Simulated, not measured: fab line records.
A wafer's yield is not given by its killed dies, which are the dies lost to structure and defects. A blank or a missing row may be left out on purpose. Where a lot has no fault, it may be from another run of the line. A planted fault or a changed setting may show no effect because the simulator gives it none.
Chamber matching ; flow n5_finfet ; N5_GATE_CUT_PECVD_57 on pecvd-03 has 3 sister chambers
The step deposits SiNx from SiH4/NH3/N2, target thk 21 nm. 6 wafers are shown with their chamber, then 7 later ones without.

== WAFERS, EACH WITH ITS CHAMBER ==
wafer;chamber;showerhead_plenum_p_Torr (Torr);throttle_valve_pct (%)
L083.5;1;5.22;40.7
L087.1;1;5.21;40.6
L087.5;0;5.19;39.6
L087.6;2;5.01;38.2
L090.2;0;5.19;40.0
L090.3;2;5.01;38.4

== WAFERS MISSING THEIR CHAMBER ==
wafer;showerhead_plenum_p_Torr (Torr);throttle_valve_pct (%)
L090.6;5.19;40.0
L094.1;5.19;39.9
L094.5;5.22;40.6
L094.6;5.19;40.1
L097.2;5.21;40.7
L097.4;5.18;40.0
L097.5;5.19;40.0

== EACH ONE'S CHAMBER ==
wafer;from the rows above;in truth
L090.6;0;0
L094.1;0;0
L094.5;1;1
L094.6;0;0
L097.2;1;1
L097.4;0;0
L097.5;0;0
Correctly placed: 7 of 7. Not placeable from these rows: 0. 0 placed wrongly.
How it was worked out, from the rows above alone: a wafer's distance from a chamber is the root of the sum, over the readings, of the square of ((its reading less the chamber's mean) divided by the reading's scatter). The wafer belongs to the nearest chamber; if the next one is less than 2 further off, it can't be placed. Each chamber's mean is taken over the wafers shown for it. The scatter is the square root of a quotient: the sum, over the shown wafers, of each reading's squared deviation from its chamber's mean, divided by wafers minus chambers.
